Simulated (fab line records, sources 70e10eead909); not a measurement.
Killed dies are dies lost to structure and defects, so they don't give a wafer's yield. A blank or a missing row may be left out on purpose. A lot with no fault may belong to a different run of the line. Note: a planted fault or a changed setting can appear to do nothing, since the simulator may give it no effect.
Which tool is to blame? :: flow nand-harc :: 12 lots with 36 wafers sampled at 2 steps, on a route of 1302 steps

## WHAT THE GAUGES SHOWED, per wafer
NHARC_P_ZERO_WELL_CD_MEAS_52: the cd target is 2000 nm.
lot: L075
measured: day 2 11:51
on: cd-sem-03
cd-nm (nm): 2002.2 1998.2 1999.9

lot: L077
measured: day 3 07:52
on: cd-sem-03
cd-nm (nm): 1994.3 1991.9 1995.5

lot: L079
measured: day 4 03:55
on: cd-sem-01
cd-nm (nm): 1995.2 1996.1 2000.7

lot: L081
measured: day 4 23:37
on: cd-sem-01
cd-nm (nm): 1997.7 2000.2 1998.6

lot: L083
measured: day 5 19:53
on: cd-sem-02
cd-nm (nm): 1998.2 1996.2 1995.5

lot: L085
measured: day 6 15:44
on: cd-sem-02
cd-nm (nm): 1996.5 1996.4 1999.6

lot: L087
measured: day 7 11:58
on: cd-sem-02
cd-nm (nm): 1996.8 2000.7 2000.6

lot: L089
measured: day 8 07:59
on: cd-sem-02
cd-nm (nm): 2001.0 1999.4 1997.7

lot: L091
measured: day 9 03:56
on: cd-sem-02
cd-nm (nm): 2000.1 2001.8 1997.5

lot: L093
measured: day 9 23:53
on: cd-sem-02
cd-nm (nm): 1998.8 1993.5 1998.4

lot: L095
measured: day 10 19:53
on: cd-sem-01
cd-nm (nm): 2002.0 2003.5 2002.6

lot: L097
measured: day 11 15:37
on: cd-sem-02
cd-nm (nm): 2003.0 2000.4 1998.6

## WHICH TOOL RAN EACH LOT (tool, then ch and the chambers of the sampled wafers, then the start)
lot: L075
NHARC_P_ZERO_WELL_DESCUM_39: rie-diel-07 ch 0,1,3, day 2 10:31

lot: L077
NHARC_P_ZERO_WELL_DESCUM_39: rie-diel-13 ch 1,2,3, day 3 06:24

lot: L079
NHARC_P_ZERO_WELL_DESCUM_39: rie-diel-07 ch 1,2,3, day 4 02:34

lot: L081
NHARC_P_ZERO_WELL_DESCUM_39: rie-diel-01 ch 0,1, day 4 22:15

lot: L083
NHARC_P_ZERO_WELL_DESCUM_39: rie-diel-07 ch 0,1,2, day 5 18:26

lot: L085
NHARC_P_ZERO_WELL_DESCUM_39: rie-diel-01 ch 0,1,3, day 6 14:25

lot: L087
NHARC_P_ZERO_WELL_DESCUM_39: rie-diel-13 ch 2,3, day 7 10:29

lot: L089
NHARC_P_ZERO_WELL_DESCUM_39: rie-diel-13 ch 0,1,2, day 8 06:31

lot: L091
NHARC_P_ZERO_WELL_DESCUM_39: rie-diel-13 ch 0,1, day 9 02:27

lot: L093
NHARC_P_ZERO_WELL_DESCUM_39: rie-diel-07 ch 1,2,3, day 9 22:34

lot: L095
NHARC_P_ZERO_WELL_DESCUM_39: rie-diel-13 ch 0,1,2, day 10 18:26

lot: L097
NHARC_P_ZERO_WELL_DESCUM_39: rie-diel-13 ch 0,1,3, day 11 14:09
- NHARC_P_ZERO_WELL_DESCUM_39: chemistry O2, time 3 s.

## THE ANSWER, worked out from the rows above alone
Rule: usual is defined by the lots themselves. Put in order of their means at a reading, lots are off if they are a third of the lots or fewer, leave a main group of 4 or more, and stand apart from it by a gap of 3 or more times the standard deviation of the main group's means; of several such gaps the widest counts. A main group whose means are all the same, to the digits that the tables above print for the reading, isn't used. Also off: a lot with no number at a reading for which 4 or more lots have one. Any other lot the step has rows for is counted as sound.
No lot is off on any of the readings shown, so nothing can be concluded from this.

## WHAT THE SIMULATOR HAD INSERTED
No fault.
